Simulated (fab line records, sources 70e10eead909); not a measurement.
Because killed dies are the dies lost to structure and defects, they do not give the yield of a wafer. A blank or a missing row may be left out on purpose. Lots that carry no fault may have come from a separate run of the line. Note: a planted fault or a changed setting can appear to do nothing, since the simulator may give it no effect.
fab line records    flow nand-harc
[record] lots = 6  wafers = 18  last-day = 24
route steps=1159 shown A_STAIRCASE@539 END@1159
lots that met no fault: from a run of the same line without faults
start-h: the number of hours between the record's first day and the start of the first shown wafer of the lot    wait-h: how many hours have passed since the lot's step before this one    " unchanged from the row above    L1.1+2: several wafers, shown together as one row    - value missing, or start not given    * or withheld: withheld    < > ~ a bound
route shown NAME@n: a module of which the file shows steps, and the number in the route of the first    usual: mean/standard deviation of fault-free wafers    same: alike in all rows    chamber/n: place in a boat    sites: readings site by site    _std_site: the standard deviation of these    _edge_site: mean of outer sites minus mean of inner sites    radius-mm: how far each site lies from the wafer's centre    mask NAME#n: copy n    behind: the last tool/chamber to shape the wafer    hold: what put the lot on hold/how long, in hours/how the hold closed    device: the transistor (n, p or np) that didn't switch    end of line: tests run on the same wafers once the route is complete    where a step has no rows: the recipe by itself    killed: the dies lost at the first sort to structure and to defects; this is not the yield of the wafer    map: per-die view of a wafer (x killed, . not killed, _ where there is no die)
set.NAME: setting as actually run; set.NAME@STEP: the setting as run at that earlier step    model.NAME: the simulator's own value behind a step, which no gauge read
lots seen at some steps along the route; tables by step, rows by wafer
services: a tool's chamber out of use, with start hour (start-h, from the record's first day; less than 0 if before it), hours out, and reason
[[steps]]
[step NHARC_A_STAIRCASE_COAT_03]
[recipe] spin-rpm = 1200
[step NHARC_A_STAIRCASE_SOFTBAKE_04]
[recipe] temp-c = 135  time-s = 170
[step NHARC_A_STAIRCASE_EBR_05]
[step NHARC_A_STAIRCASE_EXPOSE_06]
[recipe] na = 0.5  dose-mj = 25.43  mask-id = STAIR
[step NHARC_A_STAIRCASE_PEB_07]
[recipe] peb-temp-c = 115  peb-time-s = 130
[step NHARC_A_STAIRCASE_DEVELOP_08]
[recipe] time-s = 140
[step NHARC_A_STAIRCASE_HARDBAKE_10]
[recipe] temp-c = 120  time-s = 140
[step NHARC_A_STAIRCASE_DESCUM_11]
[recipe] time-s = 3  o2-flow-sccm = 200  ar-flow-sccm = 0  bias-power-w = 0  chemistry = O2
[usual] drypump-motor-current-A = 5.8/0.56  mfc-ar-sccm = 0.002/0.0033  oes-product-au = 0.996/0.0092  rf-vpp-V = 58.0/0.86  showerhead-plenum-p-Torr = 1.94/0.089  throttle-valve-pct = 11.311/0.0094
lot.wafer  tool         chamber  start-h  wait-h  drypump-motor-current-A  mfc-ar-sccm  oes-product-au  rf-hours-counter-h  rf-vpp-V  showerhead-plenum-p-Torr  throttle-valve-pct
L156.4     rie-diel-05  3        255.45   -       6.3                      0            0.991           24                  57.8      1.87                      11.320
L156.2     "            2        "        "       6.3                      0            1.004           28                  58.9      1.96                      11.316
L156.5     "            0        "        "       6.2                      0.005        1.000           -                   56.9      1.89                      11.310
L170.2     rie-diel-07  0        329.15   -       5.1                      0            0.984           31                  58.9      2.07                      11.309
L170.3     "            1        "        "       4.9                      0            0.994           34                  57.8      1.95                      11.324
L170.5     "            0        "        "       5.1                      0            0.989           -                   58.1      2.07                      11.315
L174.1     rie-diel-13  2        342.51   -       5.8                      0.009        0.991           21                  58.2      2.05                      11.325
L174.6     "            2        "        "       5.8                      0.009        0.985           -                   58.2      2.05                      11.306
L174.5     "            3        "        "       5.2                      0            0.996           -                   57.2      1.88                      11.313
L176.4     rie-diel-05  2        353.46   -       6.3                      0            1.000           1                   59.0      1.95                      11.307
L176.2     "            1        "        "       5.2                      0            0.993           1                   58.2      2.05                      11.318
L176.5     "            3        "        "       6.3                      0            0.997           -                   57.3      1.86                      11.318
L177.3     rie-diel-05  1        375.19   -       5.3                      0            0.981           6                   58.4      2.05                      11.331
L177.4     "            2        "        "       6.3                      0            1.015           7                   58.4      1.95                      11.300
L177.5     "            0        "        "       6.3                      0.005        0.979           -                   56.8      1.87                      11.327
L178.1     rie-diel-13  1        375.79   -       5.9                      0.008        0.996           34                  57.3      1.79                      11.305
L178.2     "            2        "        "       5.8                      0.009        0.996           34                  58.8      2.04                      11.301
L178.5     "            0        "        "       6.3                      0.003        0.992           -                   60.2      2.06                      11.299
[step NHARC_A_STAIRCASE_TRIM_12]
[recipe] time-s = 211.2  o2-flow-sccm = 500  ar-flow-sccm = 0  bias-w = 0  chemistry = O2
[usual] drypump-motor-current-A = 5.8/0.57  mfc-ar-sccm = 0.002/0.0031  oes-product-au = 0.996/0.011  rf-vpp-V = 57.9/0.95  showerhead-plenum-p-Torr = 3.58/0.16  throttle-valve-pct = 17.038/0.0092
lot.wafer  tool         chamber  start-h  wait-h  drypump-motor-current-A  mfc-ar-sccm  oes-product-au  rf-hours-counter-h  rf-vpp-V  showerhead-plenum-p-Torr  throttle-valve-pct
L156.2     rie-diel-05  1        255.60   0.1     5.3                      0            0.980           29                  58.3      3.79                      17.043
L156.4     "            2        "        "       6.3                      0            0.989           29                  57.1      3.62                      17.028
L156.5     "            0        "        "       6.3                      0.005        0.983           -                   57.9      3.48                      17.041
L170.2     rie-diel-07  1        329.30   0.1     4.9                      0            0.972           34                  58.0      3.59                      17.045
L170.3     "            2        "        "       6.6                      0            1.010           34                  56.9      3.47                      17.046
L170.5     "            0        "        "       5.1                      0            0.978           -                   59.4      3.79                      17.031
L174.1     rie-diel-13  0        342.64   0.1     6.3                      0.003        1.002           21                  57.5      3.80                      17.031
L174.5     "            0        "        "       6.3                      0.003        1.001           -                   57.0      3.80                      17.041
L174.6     "            1        "        "       5.9                      0.008        1.011           -                   57.6      3.32                      17.028
L176.2     rie-diel-05  3        353.54   0.1     6.3                      0            1.003           1                   60.0      3.44                      17.029
L176.4     "            1        "        "       5.2                      0            0.992           1                   58.6      3.77                      17.046
L176.5     "            0        "        "       6.3                      0.005        0.997           -                   57.3      3.46                      17.057
L177.4     rie-diel-05  0        375.27   0.1     6.3                      0.005        0.987           7                   57.0      3.46                      17.040
L177.3     "            1        "        "       5.3                      0            0.974           6                   57.6      3.77                      17.044
L177.5     "            3        "        "       6.3                      0            1.002           -                   56.9      3.44                      17.049
L178.2     rie-diel-13  2        376.00   0.2     5.8                      0.009        0.992           34                  58.8      3.75                      17.026
L178.1     "            3        "        "       5.2                      0            0.999           34                  57.4      3.46                      17.051
L178.5     "            3        "        "       5.2                      0            1.000           -                   57.3      3.46                      17.047
[step NHARC_A_STAIRCASE_ETCH_13]
[recipe] target-depth-a = 1000  time-s = 40.5  ion-energy-ev = 400  c4f8-flow-sccm = 20  o2-flow-sccm = 10  ar-flow-sccm = withheld  rf-w = 600  bias-w = 1000  chemistry = C4F8/O2
[usual] bias-w = 999.7/3  chamber-pressure-mTorr = 24.999/0.023  oes-product-au = 0.935/0.014  rf-vpp-V = 898/5.5
lot.wafer  tool         chamber  start-h  wait-h  bias-w  chamber-pressure-mTorr  oes-product-au  rf-hours-counter-h  rf-vpp-V
L156.4     rie-diel-05  3        -        -       1002.3  25.008                  0.936           24                  893
L156.2     "            0        "        "       996.9   24.993                  0.928           27                  894
L156.5     "            3        "        "       997.0   24.998                  0.928           -                   894
L170.2     rie-diel-07  3        -        -       998.4   24.966                  0.938           31                  898
L170.3     "            1        "        "       1003.6  24.988                  0.912           34                  897
L170.5     "            0        "        "       995.1   25.018                  0.915           -                   905
L174.1     rie-diel-13  0        -        -       1001.5  24.998                  0.933           21                  906
L174.6     "            1        "        "       999.2   24.973                  0.940           -                   888
L174.5     "            2        "        "       999.5   24.997                  0.930           -                   904
L176.4     rie-diel-05  2        -        -       1003.3  24.999                  0.948           1                   898
L176.2     "            0        "        "       998.3   24.998                  0.930           1                   894
L176.5     "            2        "        "       999.1   24.995                  0.940           -                   898
L177.3     rie-diel-05  3        -        -       997.4   24.989                  0.925           8                   892
L177.4     "            0        "        "       997.5   24.977                  0.918           7                   893
L177.5     "            2        "        "       996.4   24.986                  0.945           -                   897
L178.2     rie-diel-13  0        -        -       999.2   25.022                  0.947           35                  906
L178.1     "            1        "        "       997.5   24.971                  0.945           34                  888
L178.5     "            3        "        "       1000.5  25.016                  0.931           -                   893
[step NHARC_A_STAIRCASE_TRIM_14]
[recipe] time-s = 211.2  o2-flow-sccm = 500  ar-flow-sccm = 0  bias-w = 0  chemistry = O2
[usual] drypump-motor-current-A = 5.9/0.56  mfc-ar-sccm = 0.002/0.0032  oes-product-au = 0.998/0.0093  rf-vpp-V = 57.9/0.91  showerhead-plenum-p-Torr = 3.58/0.16  throttle-valve-pct = 17.036/0.0095
lot.wafer  tool         chamber  start-h  wait-h  drypump-motor-current-A  mfc-ar-sccm  oes-product-au  rf-hours-counter-h  rf-vpp-V  showerhead-plenum-p-Torr  throttle-valve-pct
L156.2     rie-diel-05  1        -        -       5.3                      0            0.989           29                  57.6      3.79                      17.020
L156.4     "            3        "        "       6.3                      0            0.997           24                  58.0      3.46                      17.037
L156.5     "            1        "        "       5.3                      0            0.992           -                   58.7      3.79                      17.032
L170.2     rie-diel-07  2        -        -       6.6                      0            1.008           34                  58.7      3.47                      17.035
L170.3     "            1        "        "       4.9                      0            0.990           34                  57.2      3.59                      17.027
L170.5     "            3        "        "       5.2                      0            1.001           -                   58.9      3.55                      17.050
L174.1     rie-diel-13  2        -        -       5.8                      0.009        0.990           21                  58.1      3.76                      17.035
L174.5     "            1        "        "       5.9                      0.008        1.012           -                   56.7      3.32                      17.041
L174.6     "            2        "        "       5.8                      0.009        1.002           -                   57.5      3.76                      17.040
L176.2     rie-diel-05  3        -        -       6.3                      0            1.006           1                   57.6      3.44                      17.055
L176.4     "            1        "        "       5.3                      0            0.987           1                   58.8      3.77                      17.029
L176.5     "            3        "        "       6.3                      0            1.008           -                   58.3      3.44                      17.020
L177.4     rie-diel-05  2        -        -       6.3                      0            1.011           7                   58.4      3.59                      17.035
L177.3     "            3        "        "       6.3                      0            0.993           8                   56.5      3.44                      17.031
L177.5     "            2        "        "       6.3                      0            1.007           -                   57.9      3.59                      17.037
L178.1     rie-diel-13  3        -        -       5.2                      0            1.002           34                  56.6      3.46                      17.043
L178.2     "            0        "        "       6.3                      0.003        0.989           35                  59.0      3.79                      17.030
L178.5     "            3        "        "       5.2                      0            1.003           -                   55.8      3.46                      17.035
[step NHARC_A_STAIRCASE_ETCH_15]
[recipe] target-depth-a = 1000  time-s = 40.5  ion-energy-ev = 400  c4f8-flow-sccm = 20  o2-flow-sccm = 10  ar-flow-sccm = withheld  rf-w = 600  bias-w = 1000  chemistry = C4F8/O2
[usual] bias-w = 1000/3.1  chamber-pressure-mTorr = 25.004/0.022  oes-product-au = 0.936/0.012  rf-vpp-V = 898/5.6
lot.wafer  tool         chamber  start-h  wait-h  bias-w  chamber-pressure-mTorr  oes-product-au  rf-hours-counter-h  rf-vpp-V
L156.2     rie-diel-05  3        256.05   -       998     24.974                  0.926           24                  894
L156.4     "            1        "        "       997     24.947                  0.907           29                  907
L156.5     "            2        "        "       994     25.011                  0.931           -                   898
L170.3     rie-diel-07  2        329.82   -       1003    24.991                  0.944           34                  894
L170.2     "            3        "        "       1001    24.956                  0.932           31                  898
L170.5     "            1        "        "       998     25.000                  0.917           -                   898
L174.1     rie-diel-13  3        343.08   -       -       -                       -               -                   -
L174.6     "            0        "        "       -       -                       -               -                   -
L174.5     "            1        "        "       -       -                       -               -                   -
L176.4     rie-diel-05  3        354.02   -       -       -                       -               -                   -
L176.2     "            1        "        "       -       -                       -               -                   -
L176.5     "            0        "        "       -       -                       -               -                   -
L177.4     rie-diel-05  2        375.64   -       1002    24.985                  0.951           7                   899
L177.3     "            3        "        "       1001    25.033                  0.928           8                   893
L177.5     "            3        "        "       1005    25.030                  0.931           -                   894
L178.2     rie-diel-13  3        376.39   -       1002    25.032                  0.938           34                  895
L178.1     "            0        "        "       999     24.983                  0.927           35                  907
L178.5     "            1        "        "       1003    24.987                  0.940           -                   888
[step NHARC_A_STAIRCASE_TRIM_16]
[recipe] time-s = 211.2  o2-flow-sccm = 500  ar-flow-sccm = 0  bias-w = 0  chemistry = O2
[usual] drypump-motor-current-A = 5.8/0.57  mfc-ar-sccm = 0.002/0.0032  oes-product-au = 0.996/0.011  rf-vpp-V = 57.8/0.9  showerhead-plenum-p-Torr = 3.58/0.15  throttle-valve-pct = 17.038/0.0083
lot.wafer  tool         chamber  start-h  wait-h  drypump-motor-current-A  mfc-ar-sccm  oes-product-au  rf-hours-counter-h  rf-vpp-V  showerhead-plenum-p-Torr  throttle-valve-pct
L156.2     rie-diel-05  0        -        -       6.3                      0.005        0.998           28                  57.4      3.48                      17.029
L156.4     "            1        "        "       5.2                      0            0.987           29                  57.5      3.79                      17.043
L156.5     "            3        "        "       6.3                      0            0.994           -                   57.9      3.46                      17.043
L170.3     rie-diel-07  2        -        -       6.6                      0            1.013           34                  57.1      3.47                      17.033
L170.2     "            3        "        "       5.1                      0            0.994           31                  56.3      3.55                      17.017
L170.5     "            0        "        "       5.1                      0            0.990           -                   57.8      3.79                      17.040
L174.1     rie-diel-13  0        -        -       6.3                      0.003        0.983           22                  57.5      3.80                      17.045
L174.5     "            1        "        "       5.9                      0.008        0.998           -                   57.7      3.32                      17.044
L174.6     "            2        "        "       5.8                      0.009        0.989           -                   56.5      3.76                      17.040
L176.2     rie-diel-05  1        -        -       5.3                      0            0.984           1                   57.5      3.77                      17.040
L176.4     "            3        "        "       6.3                      0            1.004           1                   56.9      3.44                      17.046
L176.5     "            2        "        "       6.3                      0            1.006           -                   57.6      3.59                      17.032
L177.4     rie-diel-05  1        -        -       5.3                      0            0.993           6                   58.6      3.77                      17.046
L177.3     "            3        "        "       6.3                      0            0.997           8                   56.6      3.44                      17.031
L177.5     "            1        "        "       5.2                      0            0.997           -                   59.2      3.77                      17.040
L178.1     rie-diel-13  2        -        -       5.9                      0.009        0.997           34                  58.6      3.75                      17.035
L178.2     "            0        "        "       6.3                      0.003        0.982           35                  57.9      3.79                      17.042
L178.5     "            1        "        "       5.9                      0.008        0.985           -                   57.7      3.31                      17.035
[step NHARC_END_SORT_01]
[recipe] temp-c = 25
[usual] killed-at-array = 28/10  killed-at-other = 0.6/1.1  killed-at-periphery = 3.6/2.6  killed-dies = 32/10  killed-open = 3.3/1.8  killed-short = 1.9/1.4
[same] gross-dies = 677
lot.wafer  tool       chamber  start-h  wait-h  killed-at-array  killed-at-other  killed-at-periphery  killed-dies  killed-open  killed-short
L174.1     prober-01  0        555.04   2.5     667              4                6                    677          3            2
L174.5     prober-01  0        558.26   3.7     675              0                2                    677          1            1
L174.6     prober-01  0        559.07   4.0     675              1                1                    677          2            0
L176.2     prober-02  0        564.25   2.8     672              2                3                    677          1            8
L176.4     prober-02  0        565.88   3.4     674              0                3                    677          5            2
L176.5     prober-02  0        566.69   3.8     675              0                2                    677          3            2
// killed by level:class
L174.1 A_STAIRCASE:area-etch=616 A_CHANNEL_HOLE_D1:chamber-film-flake=21 A_SLIT:chamber-film-flake=15 A_STAIRCASE:chamber-film-flake=6 A_CONTACT:chamber-film-flake=5 THIN_TSV:chamber-film-flake=4 P_GATE:chamber-film-flake=2 P_CONTACT:chamber-film-flake=2
L174.5 A_STAIRCASE:area-etch=629 A_CHANNEL_HOLE_D1:chamber-film-flake=18 A_SLIT:chamber-film-flake=16 A_STAIRCASE:chamber-film-flake=8 P_M0:chamber-film-flake=2 A_CONTACT:chamber-film-flake=2 A_CHANNEL_FILL_D1:geometric-particle:short=1 A_WL_FILL:geometric-particle:open=1
L174.6 A_STAIRCASE:area-etch=630 A_CHANNEL_HOLE_D1:chamber-film-flake=21 A_SLIT:chamber-film-flake=18 A_STAIRCASE:chamber-film-flake=2 A_CONTACT:chamber-film-flake=2 A_ONON_D1:geometric-particle:open=1 A_CONTACT:geometric-particle:open=1 P_GATE:chamber-film-flake=1
L176.2 A_STAIRCASE:area-etch=633 A_CHANNEL_HOLE_D1:chamber-film-flake=21 A_CONTACT:chamber-film-flake=6 A_CHANNEL_FILL_D1:geometric-particle:short=2 A_WL_FILL:geometric-particle:short=2 A_STAIRCASE:chamber-film-flake=2 A_WL_FILL:chamber-film-flake=2 P_STI:geometric-particle:short=1
L176.4 A_STAIRCASE:area-etch=633 A_CHANNEL_HOLE_D1:chamber-film-flake=22 A_CONTACT:chamber-film-flake=5 A_ZERO_WELL:chamber-film-flake=4 A_WL_FILL:chamber-film-flake=3 A_CONTACT:geometric-particle:short=2 P_STI:geometric-particle:open=1 P_M1:geometric-particle:open=1
L176.5 A_STAIRCASE:area-etch=644 A_CHANNEL_HOLE_D1:chamber-film-flake=20 A_CONTACT:chamber-film-flake=4 A_STAIRCASE:chamber-film-flake=3 P_GATE:geometric-particle:open=1 P_M2:geometric-particle:open=1 A_CHANNEL_HOLE_D1:geometric-particle:short=1 A_WL_FILL:geometric-particle:short=1
// map L174.1 (x killed, . not)
____________x____________
_________xxxxxxx_________
_______xxxxxxxxxxx_______
______xxxxxxxxxxxxx______
_____xxxxxxxxxxxxxxx_____
____xxxxxxxxxxxxxxxxx____
____xxxxxxxxxxxxxxxxx____
___xxxxxxxxxxxxxxxxxxx___
___xxxxxxxxxxxxxxxxxxx___
__xxxxxxxxxxxxxxxxxxxxx__
__xxxxxxxxxxxxxxxxxxxxx__
_xxxxxxxxxxxxxxxxxxxxxxx_
_xxxxxxxxxxxxxxxxxxxxxxx_
_xxxxxxxxxxxxxxxxxxxxxxx_
_xxxxxxxxxxxxxxxxxxxxxxx_
_xxxxxxxxxxxxxxxxxxxxxxx_
xxxxxxxxxxxxxxxxxxxxxxxxx
xxxxxxxxxxxxxxxxxxxxxxxxx
xxxxxxxxxxxxxxxxxxxxxxxxx
xxxxxxxxxxxxxxxxxxxxxxxxx
xxxxxxxxxxxxxxxxxxxxxxxxx
_xxxxxxxxxxxxxxxxxxxxxxx_
_xxxxxxxxxxxxxxxxxxxxxxx_
_xxxxxxxxxxxxxxxxxxxxxxx_
_xxxxxxxxxxxxxxxxxxxxxxx_
_xxxxxxxxxxxxxxxxxxxxxxx_
__xxxxxxxxxxxxxxxxxxxxx__
__xxxxxxxxxxxxxxxxxxxxx__
___xxxxxxxxxxxxxxxxxxx___
___xxxxxxxxxxxxxxxxxxx___
____xxxxxxxxxxxxxxxxx____
____xxxxxxxxxxxxxxxxx____
_____xxxxxxxxxxxxxxx_____
______xxxxxxxxxxxxx______
_______xxxxxxxxxxx_______
_________xxxxxxx_________
____________x____________
// map L176.2 (x killed, . not)
____________x____________
_________xxxxxxx_________
_______xxxxxxxxxxx_______
______xxxxxxxxxxxxx______
_____xxxxxxxxxxxxxxx_____
____xxxxxxxxxxxxxxxxx____
____xxxxxxxxxxxxxxxxx____
___xxxxxxxxxxxxxxxxxxx___
___xxxxxxxxxxxxxxxxxxx___
__xxxxxxxxxxxxxxxxxxxxx__
__xxxxxxxxxxxxxxxxxxxxx__
_xxxxxxxxxxxxxxxxxxxxxxx_
_xxxxxxxxxxxxxxxxxxxxxxx_
_xxxxxxxxxxxxxxxxxxxxxxx_
_xxxxxxxxxxxxxxxxxxxxxxx_
_xxxxxxxxxxxxxxxxxxxxxxx_
xxxxxxxxxxxxxxxxxxxxxxxxx
xxxxxxxxxxxxxxxxxxxxxxxxx
xxxxxxxxxxxxxxxxxxxxxxxxx
xxxxxxxxxxxxxxxxxxxxxxxxx
xxxxxxxxxxxxxxxxxxxxxxxxx
_xxxxxxxxxxxxxxxxxxxxxxx_
_xxxxxxxxxxxxxxxxxxxxxxx_
_xxxxxxxxxxxxxxxxxxxxxxx_
_xxxxxxxxxxxxxxxxxxxxxxx_
_xxxxxxxxxxxxxxxxxxxxxxx_
__xxxxxxxxxxxxxxxxxxxxx__
__xxxxxxxxxxxxxxxxxxxxx__
___xxxxxxxxxxxxxxxxxxx___
___xxxxxxxxxxxxxxxxxxx___
____xxxxxxxxxxxxxxxxx____
____xxxxxxxxxxxxxxxxx____
_____xxxxxxxxxxxxxxx_____
______xxxxxxxxxxxxx______
_______xxxxxxxxxxx_______
_________xxxxxxx_________
____________x____________
[[services]]
tool         chamber  start-h  hours  kind
rie-diel-13  3        232.11   3.8    repair
rie-diel-05  0        246.15   -      clean
rie-diel-05  1        246.15   -      clean
rie-diel-05  2        246.15   -      clean
rie-diel-05  3        246.15   -      clean
rie-diel-05  0        270.82   -      clean
rie-diel-05  1        270.82   -      clean
rie-diel-05  2        270.82   -      clean
rie-diel-05  3        270.82   -      clean
rie-diel-13  -        276.08   9.0    pm
rie-diel-05  0        296.74   -      clean
rie-diel-05  1        296.74   -      clean
rie-diel-05  2        296.74   -      clean
rie-diel-05  3        296.74   -      clean
rie-diel-05  -        321.33   2.1    repair
rie-diel-05  0        337.34   6.3    repair
rie-diel-05  -        340.62   9.0    pm
rie-diel-05  1        340.62   9.0    vent-cycle
rie-diel-05  2        340.62   9.0    vent-cycle
rie-diel-05  3        340.62   9.0    vent-cycle
rie-diel-05  0        349.62   -      clean
rie-diel-05  1        349.62   -      clean
rie-diel-05  2        349.62   -      clean
rie-diel-05  3        349.62   -      clean
[[key]]
[first-sign] step = NHARC_A_STAIRCASE_ETCH_15  reading = tool-record  direction = missing
[effect] step = NHARC_END_SORT_01  reading = killed-at-array  direction = up  sigmas = 63  usual = 28  struck = 673
[more-kills-born-at] NHARC_A_STAIRCASE_ETCH_15@rie-diel-05 = 1910  NHARC_A_STAIRCASE_ETCH_15@rie-diel-13 = 1875
met-at NHARC_A_STAIRCASE_ETCH_15
struck-wafers L174.1,L174.5,L174.6,L176.2,L176.4,L176.5
later-rows-left-out L174.1,L174.5,L174.6,L176.2,L176.4,L176.5
tester-left-out L174,L176
onset-between 256.05 343.08
[fault] kind = skipped-step-whole  tool = rie-diel-05,rie-diel-13  chamber = -  onset-h = 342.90  steps = NHARC_A_STAIRCASE_ETCH_15  scope = struck-lots-only
// tester-left-out: of these lots the tester's yield and bins aren't shown, on N5 and GAA mostly nor the transistor test; their killed dies are dies lost to structure and defects alone, not to doping, threshold or leakage, so they don't give the yield
// later-rows-left-out: the simulator's readings of these wafers behind a module that went badly wrong aren't trusted and aren't shown, but for the sort
